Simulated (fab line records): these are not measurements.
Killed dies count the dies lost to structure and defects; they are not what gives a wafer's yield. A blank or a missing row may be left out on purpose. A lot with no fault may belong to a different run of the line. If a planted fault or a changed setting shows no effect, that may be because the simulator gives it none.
The tool behind it: which one? + flow nand_harc + 12 lots (36 wafers sampled), 1 step of a 1302-step route

## WHAT THE GAUGES SHOWED, per wafer
NHARC_P_STI_OVL_MEAS_10.
| lot  | measured     | on         | overlay_x_nm (nm) |
|------|--------------|------------|-------------------|
| L075 | day 3 08:39  | overlay-02 | -4 -5 -5          |
| L077 | day 4 11:30  | overlay-01 | -4 -4 -3          |
| L079 | day 4 23:44  | overlay-01 | -3 -3 -3          |
| L081 | day 5 16:25  | overlay-01 | -16 -16 -16       |
| L083 | day 6 17:01  | overlay-02 | 3 3 3             |
| L085 | day 7 10:55  | overlay-01 | 1 1 1             |
| L087 | day 8 04:38  | overlay-02 | 9 9 9             |
| L089 | day 9 01:54  | overlay-02 | -3 -3 -3          |
| L091 | day 9 20:38  | overlay-01 | 5 4 4             |
| L093 | day 10 17:10 | overlay-01 | -5 -5 -6          |
| L095 | day 11 13:28 | overlay-01 | 0 0 -1            |
| L097 | day 12 12:30 | overlay-02 | -2 -2 -2          |

## EACH LOT AND THE TOOL THAT RAN IT (in order: tool; ch and the chambers of the sampled wafers; start)
The record shows no process step preceding these readings.

## THE ANSWER, worked out from the rows above alone
Rule: the lots themselves supply what counts as usual. Put in order of their means at a reading, lots are off if they are a third of the lots or fewer, leave a main group of 4 or more, and stand apart from it by a gap of 3 or more times the standard deviation of the main group's means; of several such gaps the widest counts. A main group is skipped when, at the precision printed for the reading in the tables above, its means are all equal. A lot without any number at a reading at which 4 lots or more have one is off too. The other lots that the step has rows for count as sound.
No lot is off on any of the readings shown, so nothing can be concluded from this.

## WHAT WAS PUT IN BY THE SIMULATOR
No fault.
